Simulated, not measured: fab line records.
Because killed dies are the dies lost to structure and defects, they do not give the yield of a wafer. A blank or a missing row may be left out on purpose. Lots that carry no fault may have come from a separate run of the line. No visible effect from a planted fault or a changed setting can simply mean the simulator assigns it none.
Which of the tools did it? :: flow nand-harc :: 12 lots, 36 wafers sampled, at 3 steps of a route of 1302

== WHAT THE GAUGES SHOWED, per wafer ==
NHARC_P_ZERO_WELL_CD_MEAS_11: the cd target is 500 nm. Usual: cd-nm reads 500.3 nm (standard deviation 2.3).
lot: L365
measured: day 1 07:15
on: cd-sem-02
cd-nm (nm): 502.6 499.2 499.9
flag: 

lot: L370
measured: day 3 09:14
on: cd-sem-03
cd-nm (nm): 498.5 496.7 503.5
flag: 

lot: L372
measured: day 4 05:15
on: cd-sem-02
cd-nm (nm): 502.2 502.3 499.8
flag: 

lot: L376
measured: day 5 21:14
on: cd-sem-02
cd-nm (nm): 501.5 502.8 500.6
flag: 

lot: L378
measured: day 6 17:07
on: cd-sem-02
cd-nm (nm): 504.6 504.5 502.0
flag: 

lot: L380
measured: day 7 13:15
on: cd-sem-03
cd-nm (nm): 503.8 502.1 502.6
flag: 

lot: L382
measured: day 8 09:14
on: cd-sem-02
cd-nm (nm): 501.4 501.9 501.7
flag: 

lot: L383
measured: day 8 19:15
on: cd-sem-01
cd-nm (nm): 500.0 497.1 499.7
flag: 

lot: L384
measured: day 9 05:15
on: cd-sem-01
cd-nm (nm): 502.8 498.6 500.5
flag: 

lot: L385
measured: day 9 15:14
on: cd-sem-02
cd-nm (nm): 499.9 502.4 499.4
flag: 

lot: L386
measured: day 10 01:07
on: cd-sem-02
cd-nm (nm): 500.6 499.3 502.7
flag: 

lot: L387
measured: day 10 11:07
on: cd-sem-02
cd-nm (nm): 496.9 500.0 496.4
flag: 

NHARC_P_STI_OCD_MEAS_17. Usual: trench-depth-nm 299 nm, standard deviation 3.7; trench-foot-cd-nm 158.1 nm, standard deviation 1.9.
lot: L365
measured: day 2 08:55
on: ocd-01
trench-depth-nm (nm): 301 299 292
trench-foot-cd-nm (nm): 158.6 156.9 157.2
flag: 

lot: L370
measured: day 4 07:40
on: ocd-02
trench-depth-nm (nm): 298 302 295
trench-foot-cd-nm (nm): 157.3 156.5 157.3
flag: 

lot: L372
measured: day 5 03:46
on: ocd-02
trench-depth-nm (nm): 305 302 298
trench-foot-cd-nm (nm): 157.9 155.2 159.2
flag: 

lot: L376
measured: day 6 18:58
on: ocd-02
trench-depth-nm (nm): 296 298 300
trench-foot-cd-nm (nm): 160.3 160.3 159.3
flag: 

lot: L378
measured: day 7 17:29
on: ocd-01
trench-depth-nm (nm): 302 303 303
trench-foot-cd-nm (nm): 159.0 160.1 159.1
flag: 

lot: L380
measured: day 8 14:00
on: ocd-02
trench-depth-nm (nm): 300 302 301
trench-foot-cd-nm (nm): 159.4 156.4 156.7
flag: 

lot: L382
measured: day 9 09:17
on: ocd-02
trench-depth-nm (nm): 300 298 302
trench-foot-cd-nm (nm): 158.7 160.3 158.8
flag: 

lot: L383
measured: day 9 19:07
on: ocd-02
trench-depth-nm (nm): 305 305 298
trench-foot-cd-nm (nm): 158.2 155.5 161.3
flag: 

lot: L384
measured: day 10 05:43
on: ocd-02
trench-depth-nm (nm): 296 302 297
trench-foot-cd-nm (nm): 158.3 154.6 158.9
flag: 

lot: L385
measured: day 10 17:42
on: ocd-01
trench-depth-nm (nm): 295 300 297
trench-foot-cd-nm (nm): 161.7 161.2 160.5
flag: 

lot: L386
measured: day 11 02:21
on: ocd-02
trench-depth-nm (nm): 297 300 299
trench-foot-cd-nm (nm): 158.9 160.5 158.5
flag: 

lot: L387
measured: day 11 08:41
on: ocd-01
trench-depth-nm (nm): 296 296 297
trench-foot-cd-nm (nm): 157.6 158.7 160.2
flag: 

== TOOL THAT RAN EACH LOT (tool first, then ch and the chambers of the sampled wafers, then the start) ==
lot: L365
NHARC_P_ZERO_WELL_PEB_35: litho-track-05 ch 0, day 1 10:55

lot: L370
NHARC_P_ZERO_WELL_PEB_35: litho-track-07 ch 0, day 3 12:09

lot: L372
NHARC_P_ZERO_WELL_PEB_35: litho-track-07 ch 0, day 4 08:19

lot: L376
NHARC_P_ZERO_WELL_PEB_35: litho-track-05 ch 0, day 5 23:59

lot: L378
NHARC_P_ZERO_WELL_PEB_35: litho-track-07 ch 0, day 6 20:01

lot: L380
NHARC_P_ZERO_WELL_PEB_35: litho-track-02 ch 0, day 7 16:16

lot: L382
NHARC_P_ZERO_WELL_PEB_35: litho-track-02 ch 0, day 8 12:11

lot: L383
NHARC_P_ZERO_WELL_PEB_35: litho-track-07 ch 0, day 8 22:56

lot: L384
NHARC_P_ZERO_WELL_PEB_35: litho-track-07 ch 0, day 9 07:53

lot: L385
NHARC_P_ZERO_WELL_PEB_35: litho-track-07 ch 0, day 9 18:08

lot: L386
NHARC_P_ZERO_WELL_PEB_35: litho-track-07 ch 0, day 10 03:46

lot: L387
NHARC_P_ZERO_WELL_PEB_35: litho-track-02 ch 0, day 10 13:52
- NHARC_P_ZERO_WELL_PEB_35: peb time 85 s.

== AS READ BY THE TOOLS THEMSELVES (means over the sampled wafers that have a number; for cases with no such wafer, the mark the record gives instead) ==
NHARC_P_ZERO_WELL_PEB_35. Usual: heater-power-total-W 163.98 W, standard deviation 0.29; plate-temp-C 117.98 C, standard deviation 0.14.
lot: L365
tool: litho-track-05
heater-power-total-W (W): 164.27
plate-temp-C (C): 117.83
flag: 

lot: L370
tool: litho-track-07
heater-power-total-W (W): 160.14
plate-temp-C (C): 115.96
flag: OFF

lot: L372
tool: litho-track-07
heater-power-total-W (W): 160.17
plate-temp-C (C): 115.80
flag: OFF

lot: L376
tool: litho-track-05
heater-power-total-W (W): 163.90
plate-temp-C (C): 117.81
flag: 

lot: L378
tool: litho-track-07
heater-power-total-W (W): 163.78
plate-temp-C (C): 118.13
flag: 

lot: L380
tool: litho-track-02
heater-power-total-W (W): 163.94
plate-temp-C (C): 118.17
flag: 

lot: L382
tool: litho-track-02
heater-power-total-W (W): 164.24
plate-temp-C (C): 118.01
flag: 

lot: L383
tool: litho-track-07
heater-power-total-W (W): 164.12
plate-temp-C (C): 118.15
flag: 

lot: L384
tool: litho-track-07
heater-power-total-W (W): 163.85
plate-temp-C (C): 118.06
flag: 

lot: L385
tool: litho-track-07
heater-power-total-W (W): 164.10
plate-temp-C (C): 118.09
flag: 

lot: L386
tool: litho-track-07
heater-power-total-W (W): 163.95
plate-temp-C (C): 118.05
flag: 

lot: L387
tool: litho-track-02
heater-power-total-W (W): 163.99
plate-temp-C (C): 118.01
flag: 

== THE ANSWER, worked out from the rows above alone ==
Rule: a lot is off if the mean of its wafers that have a number lies more than 3 standard deviations from the usual mean. Also off: a lot with no number at a reading for which 4 or more lots have one. The other lots that the step has rows for count as sound. After the gauges, taken in route order, come the tools' own readings; for these a lot's mean is taken, as printed above. The first step at which some lot is off is used, and at that step the reading that is off furthest; a lot without a number counts as furthest.
Off: L370, L372 (NHARC_P_ZERO_WELL_PEB_35, plate-temp-C).
If a tool, at that step or one of the process steps before it, ran each lot that is off and ran no sound lot following the first of them, it fits. Not one of the candidates tried fits.

== WHAT THE SIMULATOR HAD INSERTED ==
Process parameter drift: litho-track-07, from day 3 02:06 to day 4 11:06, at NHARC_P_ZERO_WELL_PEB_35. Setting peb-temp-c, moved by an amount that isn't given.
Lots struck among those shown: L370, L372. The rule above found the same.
